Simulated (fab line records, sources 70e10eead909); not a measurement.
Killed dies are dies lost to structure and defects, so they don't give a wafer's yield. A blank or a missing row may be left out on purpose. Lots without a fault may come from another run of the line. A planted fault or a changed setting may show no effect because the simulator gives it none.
fab line records | flow nand_harc
record lots=7 wafers=18 last_day=32
route steps=1302 shown A_WL_FILL@956
lots that met no fault: from a run of the same line without faults
start_h: hours from the record's first day to the start of the lot's first wafer shown | wait_h: hours since the lot's step before | " the same as in the row above | L1.1+2: a row that stands for several wafers | - no value, or no start given | * or withheld: withheld | < > ~ a bound
route shown NAME@n: a module of which the file shows steps, and the number in the route of the first | usual: mean/standard deviation of fault-free wafers | same: alike in all rows | chamber/n: place in a boat | sites: the reading at each site | _std_site: their standard deviation | _edge_site: outer sites' mean less inner sites' | radius_mm: how far each site lies from the wafer's centre | mask NAME#n: copy n | behind: the tool/chamber that last shaped the wafer | hold: why the lot was held/for how many hours/how that ended | device: the transistor (n, p or np) that didn't switch | end of line: the same wafers' tests at the end of the route | a step without rows: its recipe alone | killed: dies lost to structure and defects at the first sort, not the wafer's yield | map: a wafer's dies, x killed, . not, _ none there
set.NAME: the setting as run; set.NAME@STEP: as run at that earlier step | model.NAME: the simulator's own value behind a step, which no gauge read
lots at some steps of the route; a table a step, a row a wafer
services: from which hour (start_h, from the record's first day; less than 0 if before it) a tool's chamber was out of use, for how many hours, and why
## steps
# step NHARC_A_WL_FILL_CVD_03
# recipe target_thk_a=400 temp_c=300 pressure_torr=40 wf6_flow_sccm=40 h2_flow_sccm=1600 ar_flow_sccm=1560 time_s=279 material=W
# usual heater_power_w=447/36 throttle_valve_pct=8.1/0.32
# columns lot.wafer tool chamber start_h wait_h heater_power_w throttle_valve_pct
L561.2 cvd_w-02 1 508.02 0.1 440 8.5
L561.5 " 1 " " 453 8.7
L561.6 " 0 " " 457 7.7
L563.2 cvd_w-02 1 512.49 0.1 454 8.2
L563.4 " 0 " " 456 7.7
L563.6 " 0 " " 455 7.5
L564.2 cvd_w-02 1 534.60 0.1 449 8.2
L564.6 " 0 " " 474 7.9
L564.5 " 1 " " 446 8.4
L569.2 cvd_w-02 1 585.37 0.1 455 8.3
L569.1 " 0 " " 448 8.0
L569.5 " 1 " " 442 8.6
L576.1 cvd_w-01 0 642.12 0.1 490 8.4
L576.3 " 0 " " 477 8.1
L575.3 cvd_w-01 0 648.06 0.2 493 8.1
L575.5 " 0 " " 474 8.2
L578.1 cvd_w-02 0 677.07 0.1 474 7.9
L578.5 " 0 " " 478 7.8
# step NHARC_A_WL_FILL_ETCHBACK_04
# recipe target_depth_a=600 time_s=120 chemistry=NF3
# step NHARC_A_WL_FILL_ETCHBACK_05
# recipe target_depth_a=220 time_s=60 temp_c=40 chemistry=Cl2/BCl3
# usual drypump_motor_current_A=5.3/0.42 oes_product_au=1.003/0.0078 temp_c=40.03/0.11
# columns lot.wafer tool chamber start_h wait_h drypump_motor_current_A oes_product_au rf_hours_counter_h temp_c
L561.2 rie_metal-02 1 508.64 0.2 5.9 0.985 0.7 40.09
L561.5 " 0 " " 5.5 0.999 - 39.99
L561.6 " 1 " " 5.9 0.991 - 39.86
L563.2 rie_metal-03 1 513.10 0.2 4.9 0.998 3.0 40.05
L563.4 " 0 " " 4.8 1.000 - 40.02
L563.6 " 0 " " 4.8 1.000 - 40.06
L564.2 rie_metal-01 1 535.16 0.2 5.7 0.998 2.4 40.08
L564.6 " 1 " " 5.7 1.008 - 40.08
L564.5 " 0 " " 5.1 1.004 - 39.99
L569.1 rie_metal-01 1 585.99 0.2 5.7 0.999 0.1 40.01
L569.2 " 0 " " 5.1 0.993 0.1 40.07
L569.5 " 1 " " 5.8 1.008 - 40.22
L576.1 rie_metal-02 0 642.74 0.2 5.5 1.000 0.1 40.22
L576.3 " 1 " " 5.9 1.000 - 40.26
L575.3 rie_metal-02 0 648.77 0.3 5.5 1.004 - 39.95
L575.5 " 0 " " 5.5 1.003 - 39.97
L578.1 rie_metal-01 0 677.70 0.2 5.1 0.999 1.2 40.00
L578.5 " 0 " " 5.1 1.017 - 40.02
# step NHARC_A_WL_FILL_STRIP_27
# recipe power_w=1500 temp_c=250 time_s=20 chemistry=N2/H2
# usual drypump_motor_current_A=5.9/0.58 heater_power_w=342/48 temp_c=249.97/0.17
# columns lot.wafer tool chamber start_h wait_h drypump_motor_current_A heater_power_w rf_hours_counter_h temp_c
L561.2 plasma_asher-02 1 508.77 0.1 5.8 288 15 249.95
L561.6 " 1 " " 5.9 284 - 250.26
L561.5 " 0 " " 6.2 412 - 250.02
L563.2 plasma_asher-02 1 513.27 0.2 5.9 282 15 250.07
L563.4 " 0 " " 6.2 400 - 249.57
L563.6 " 0 " " 6.2 408 - 250.08
L564.2 plasma_asher-02 0 535.32 0.1 6.2 419 21 249.92
L564.5 " 1 " " 5.9 288 - 250.26
L564.6 " 0 " " 6.2 418 - 249.58
L569.2 plasma_asher-01 1 586.13 0.1 6.5 347 11 249.97
L569.1 " 0 " " 5.0 308 11 249.77
L569.5 " 1 " " 6.5 349 - 250.22
L576.1 plasma_asher-02 1 642.90 0.1 5.9 295 7 250.21
L576.3 " 1 " " 5.9 295 - 249.95
L575.3 plasma_asher-01 0 649.03 0.2 4.9 318 - 250.13
L575.5 " 0 " " 4.9 315 - 249.98
L578.1 plasma_asher-01 1 677.83 0.1 6.5 351 30 250.02
L578.5 " 1 " " 6.5 350 - 249.97
# step NHARC_A_WL_FILL_STRIP_28
# recipe time_s=1200 temp_c=72.5 chemistry=post_etch_residue_remover
# step NHARC_A_WL_FILL_PRECLEAN_06
# recipe time_s=300 chemistry=DIW
# step NHARC_A_WL_FILL_SRD_07
# step NHARC_A_WL_FILL_ANNEAL_08
# recipe temp_c=450 time_s=1800
# step NHARC_A_WL_FILL_ALD_10
# recipe target_thk_a=500 pulse_time_s=10 ald_cycles=500 temp_c=300 material=SiO2
# step NHARC_A_WL_FILL_ETCHBACK_16
# recipe target_depth_a=1200 time_s=24 c4f8_flow_sccm=withheld o2_flow_sccm=8 ar_flow_sccm=withheld rf_w=600 bias_w=800 chemistry=C4F8/O2/Ar
# usual oes_product_au=0.984/0.025 rf_vpp_V=724/3.5
# columns lot.wafer tool chamber start_h wait_h oes_product_au rf_hours_counter_h rf_vpp_V
L563.4 rie_diel-12 3 - - 0.996 3.1 719
L563.2 " 2 " " 0.981 3.5 721
L563.6 " 3 " " 0.996 - 719
L561.2 rie_diel-07 0 - - 0.987 0.8 718
L561.6 " 1 " " 0.996 - 728
L561.5 " 2 " " 0.998 - 724
L564.2 rie_diel-11 1 - - 0.986 2.5 728
L564.5 " 0 " " 0.991 - 728
L564.6 " 1 " " 0.985 - 728
L569.2 rie_diel-07 3 - - 0.995 3.0 721
L569.1 " 1 " " 0.994 3.0 727
L569.5 " 3 " " 0.998 - 722
L576.1 rie_diel-11 1 - - 1.006 1.9 729
L576.3 " 2 " " 1.001 1.8 728
L575.3 rie_diel-11 3 - - 0.987 1.8 719
L575.5 " 2 " " 0.991 - 728
L578.1 rie_diel-07 3 - - 0.965 0.9 722
L578.5 " 3 " " 0.975 - 721
# step NHARC_A_WL_FILL_STRIP_29
# recipe time_s=20 o2_flow_sccm=500 ar_flow_sccm=0 bias_w=0 chemistry=O2
# usual drypump_motor_current_A=5.9/0.41 oes_product_au=0.999/0.0069 rf_vpp_V=57.9/0.76 showerhead_plenum_p_Torr=3.55/0.12 throttle_valve_pct=17.037/0.01
# columns lot.wafer tool chamber start_h wait_h drypump_motor_current_A oes_product_au rf_hours_counter_h rf_vpp_V showerhead_plenum_p_Torr throttle_valve_pct
L563.2 rie_diel-12 0 521.52 0.1 5.5 0.995 3.5 57.7 3.61 17.033
L563.4 " 1 " " 6.1 0.997 3.8 56.5 3.61 17.040
L563.6 " 1 " " 6.1 0.994 - 58.0 3.61 17.049
L561.2 rie_diel-07 2 521.94 0.1 5.1 0.997 0.6 58.4 3.55 17.039
L561.6 " 2 " " 5.0 0.997 - 58.0 3.55 17.043
L561.5 " 3 " " 6.6 0.987 - 58.2 3.49 17.065
L564.2 rie_diel-11 0 545.07 0.1 6.4 0.993 2.3 59.5 3.70 17.043
L564.6 " 2 " " 5.8 1.002 - 58.4 3.67 17.035
L564.5 " 3 " " 6.2 0.981 - 58.0 3.40 17.032
L569.1 rie_diel-07 3 596.65 0.1 6.5 0.993 3.0 56.6 3.49 17.033
L569.2 " 1 " " 5.7 1.004 3.0 59.6 3.71 17.028
L569.5 " 3 " " 6.5 1.006 - 58.4 3.49 17.047
L576.3 rie_diel-11 2 656.68 0.1 5.8 1.000 1.8 57.3 3.67 17.036
L576.1 " 0 " " 6.5 0.991 1.1 58.3 3.70 17.044
L575.3 rie_diel-11 2 661.34 0.1 5.8 1.002 1.9 59.0 3.67 17.048
L575.5 " 3 " " 6.2 0.997 - 58.5 3.40 17.025
L578.1 rie_diel-07 0 692.54 0.1 6.1 1.002 1.1 57.4 3.37 17.035
L578.5 " 3 " " 6.5 1.011 - 56.8 3.48 17.037
# step NHARC_A_WL_FILL_ETCHBACK_17
# recipe target_depth_a=40 time_s=26.7 chemistry=Cl2/BCl3
# usual drypump_motor_current_A=5.4/0.39 oes_product_au=1.001/0.0071
# columns lot.wafer tool chamber start_h wait_h drypump_motor_current_A oes_product_au rf_hours_counter_h
L563.2 rie_metal-01 1 521.61 - 5.7 1.002 2.0
L563.4 " 0 " " 5.1 1.001 -
L563.6 " 1 " " 5.8 0.996 -
L561.2 rie_metal-02 0 522.05 - 5.5 1.004 0.9
L561.5 " 1 " " 5.9 0.991 -
L561.6 " 0 " " 5.5 0.994 -
L564.2 rie_metal-02 0 545.15 - 5.5 0.998 1.4
L564.5 " 0 " " 5.5 1.015 -
L564.6 " 1 " " 5.9 0.994 -
L569.1 rie_metal-03 0 596.73 - 4.8 1.010 1.2
L569.2 " 1 " " 4.9 1.006 1.2
L569.5 " 1 " " 4.8 0.996 -
L576.1 rie_metal-01 0 656.78 - 5.1 0.814 1.0
L576.3 " 1 " " 5.7 0.822 -
L575.3 rie_metal-01 1 661.48 - 5.7 0.827 -
L575.5 " 0 " " 5.1 1.001 -
L578.1 rie_metal-01 0 692.64 - 5.1 0.823 1.3
L578.5 " 1 " " 5.7 1.003 -
# step NHARC_A_WL_FILL_PRECLEAN_18
# recipe time_s=30 chemistry=dHF
## services
# columns tool chamber start_h hours kind
rie_diel-11 1 484.61 4.4 repair
rie_metal-02 - 497.63 0.8 repair
plasma_asher-01 - 519.00 9.0 pm
rie_diel-11 3 533.00 4.2 repair
cvd_w-02 0 547.44 1.5 repair
rie_diel-11 0 549.28 81.5 repair
rie_metal-01 - 554.90 0.5 repair
rie_diel-11 2 560.56 1.5 repair
rie_metal-01 - 575.00 9.0 pm
cvd_w-02 1 577.95 7.3 repair
plasma_asher-01 - 578.13 0.7 repair
rie_metal-02 1 595.64 1.3 repair
rie_diel-11 - 597.27 4.3 repair
rie_metal-02 1 602.37 1.0 repair
plasma_asher-02 - 603.04 9.0 pm
rie_metal-01 0 605.20 18.7 repair
rie_diel-11 - 609.52 9.0 pm
rie_metal-02 - 631.15 9.0 pm
cvd_w-02 - 631.39 13.0 pm
rie_metal-02 1 647.83 12.6 repair
rie_diel-07 - 648.20 9.0 pm
rie_diel-07 - 671.52 0.3 repair
rie_diel-07 2 682.05 21.1 repair
rie_diel-11 1 690.50 1.5 repair
## key
first_sign step=NHARC_A_WL_FILL_ETCHBACK_17 reading=oes_product_au direction=down sigmas=25 usual=1.001 struck=0.822
effect none on later readings
met_at NHARC_A_WL_FILL_ETCHBACK_17
struck_wafers L575.3,L576.1,L576.3,L578.1
later_rows_left_out L575.3,L576.1,L576.3,L578.1
sort_left_out L575.3,L576.1,L576.3,L578.1
tester_left_out L575,L576,L578
onset_between 521.61 656.78
fault kind=process_parameter_drift tool=rie_metal-01 chamber=- onset_h=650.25 steps=NHARC_A_WL_FILL_ETCHBACK_17 channel=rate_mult offset=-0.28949 shape=step end_h=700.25 scope=struck_wafers_only
# tester_left_out: of these lots the tester's yield and bins aren't shown, on N5 and GAA mostly nor the transistor test; their killed dies are dies lost to structure and defects alone, not to doping, threshold or leakage, so they don't give the yield
# sort_left_out: the simulated sort isn't trusted on such a fault, so these wafers' sort isn't shown, and their yield isn't known
# later_rows_left_out: the simulator's readings of these wafers behind a module that went badly wrong aren't trusted and aren't shown, but for the sort
